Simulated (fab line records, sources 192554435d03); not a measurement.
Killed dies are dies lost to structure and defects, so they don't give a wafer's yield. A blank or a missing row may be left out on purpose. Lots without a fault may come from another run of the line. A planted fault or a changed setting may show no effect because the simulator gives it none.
One fault seen from 2 desks | flow n5_finfet | each desk has only its own numbers; what lay behind them comes last

THE METROLOGY DESK
What the gauges read, lot by lot, whatever tool the lot ran on: means of the sampled wafers that have a number. A lot is out of limits, marked OUT, if its mean lies more than 4 standard deviations from the usual mean; the brackets give that distance.
Columns: A = M12_THK at N5_BEOL_M12_THK_MEAS_50, usual 322 nm; B = M12_RS at N5_BEOL_M12_RS_MEAS_54, usual 0.0605 ohm/sq
lot  | first seen here | A   | B
L336 | day 13 11:28    | 324 | 0.0608
L337 | day 13 15:07    | 328 | 0.0602
L339 | day 14 13:49    | 321 | 0.0605
L338 | day 14 14:22    | 313 | 0.0617
L342 | day 14 23:05    | 314 | 0.0615
L340 | day 14 23:07    | 321 | 0.0605
L345 | day 15 12:52    | 322 | 0.0609
This desk's finding: nothing out of limits on any of the 7 lots.

THE TOOL OWNER'S DESK: pecvd-01
The tool's own readings at N5_BEOL_M12_DEP_53 (deposits SiCN from 3MS/NH3, target thk 30 nm, time 10.5 s): means of the sampled wafers that have a number, for each lot that ran on this tool. A lot is out of limits, marked OUT, if its mean lies more than 4 standard deviations from the usual mean; the brackets give that distance.
Columns: A = chamber_pressure_Torr at N5_BEOL_M12_DEP_53, usual 3.001 Torr; B = showerhead_plenum_p_Torr at N5_BEOL_M12_DEP_53, usual 4.164 Torr; C = throttle_valve_pct at N5_BEOL_M12_DEP_53, usual 18.0 %
lot  | first seen here | A     | B     | C
L336 | day 13 11:31    | 3.007 | 4.173 | 17.5
L337 | day 13 15:10    | 3.001 | 4.165 | 19.0
L338 | day 14 14:25    | 2.998 | 4.172 | 18.2
L342 | day 14 23:08    | 2.996 | 4.176 | 17.9
This desk's finding: nothing out of limits on any of the 4 lots.

PUT TOGETHER
The metrology desk saw nothing out of limits.
The tool owner's desk saw nothing out of limits.

WHAT THE SIMULATOR HAD PUT IN
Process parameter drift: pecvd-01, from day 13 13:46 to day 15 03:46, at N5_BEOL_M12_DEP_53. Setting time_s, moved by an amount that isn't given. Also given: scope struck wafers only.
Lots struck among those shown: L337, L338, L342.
